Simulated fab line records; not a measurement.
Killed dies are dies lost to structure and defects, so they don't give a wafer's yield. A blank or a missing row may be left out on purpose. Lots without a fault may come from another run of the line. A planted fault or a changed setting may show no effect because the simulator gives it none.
Chamber matching | flow n5 finfet | 3 sister chambers for N5_BEOL_M14_DEP_53 on pecvd-04
The step deposits SiCN from 3MS/NH3, target thk 50 nm, time 17.8 s. 20 wafers are shown with their chamber, then 10 later ones without.

## EACH WAFER AND ITS CHAMBER
wafer  | chamber | throttle valve pct (%) | showerhead plenum p Torr (Torr)
L076.1 | 0       | 18.5                   | 4.171
L076.2 | 1       | 16.2                   | 4.131
L076.3 | 2       | 18.4                   | 4.165
L076.4 | 1       | 16.2                   | 4.126
L076.5 | 0       | 18.8                   | 4.181
L076.6 | 2       | 18.3                   | 4.164
L083.2 | 0       | 18.8                   | 4.183
L083.4 | 0       | 18.7                   | 4.192
L083.6 | 1       | 16.0                   | 4.135
L085.3 | 1       | 16.1                   | 4.126
L085.4 | 1       | 16.4                   | 4.138
L085.6 | 2       | 18.5                   | 4.159
L090.3 | 1       | 16.0                   | 4.134
L090.5 | 1       | 16.3                   | 4.126
L090.6 | 2       | 18.6                   | 4.158
L091.1 | 2       | 18.5                   | 4.175
L091.3 | 1       | 16.2                   | 4.131
L091.5 | 1       | 16.1                   | 4.120
L092.3 | 1       | 16.1                   | 4.119
L092.4 | 2       | 18.6                   | 4.145

SIGNATURES (averages over the wafers above)
reading                  | chamber 0 | chamber 1 | chamber 2 | scatter within a chamber
throttle valve pct       | 18.700    | 16.160    | 18.483    | 0.127
showerhead plenum p Torr | 4.18175   | 4.12860   | 4.16100   | 0.00793
Rule: a wafer lies at a distance from a chamber equal to the root of the sum of squares, over the readings, of (its reading less the chamber's mean, divided by the reading's scatter). The wafer belongs to the nearest chamber; if the next one is less than 2 further off, it can't be placed. The scatter: the root of (the sum of the squares of (reading less its chamber's mean) over the shown wafers, divided by (wafers less chambers)).

## WAFERS WHOSE CHAMBER IS MISSING
wafer  | throttle valve pct (%) | showerhead plenum p Torr (Torr)
L092.5 | 18.7                   | 4.181
L095.2 | 18.5                   | 4.159
L095.5 | 18.6                   | 4.183
L095.6 | 18.6                   | 4.171
L096.2 | 18.5                   | 4.165
L096.3 | 18.7                   | 4.158
L096.5 | 18.7                   | 4.180
L097.3 | 18.5                   | 4.169
L097.5 | 18.5                   | 4.151
L097.6 | 18.7                   | 4.186

## THE CHAMBER EACH PASSED THROUGH
wafer  | from the rows above     | in truth
L092.5 | 0                       | 0
L095.2 | 2                       | 2
L095.5 | 0                       | 0
L095.6 | can't be placed: 2 or 0 | 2
L096.2 | 2                       | 2
L096.3 | can't be placed: 2 or 0 | 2
L096.5 | 0                       | 0
L097.3 | can't be placed: 2 or 0 | 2
L097.5 | 2                       | 2
L097.6 | 0                       | 0
Placed correctly: 7 of 10. Can't be placed from these rows: 3 (the true chamber is among the candidates in 3). 0 placed wrongly.
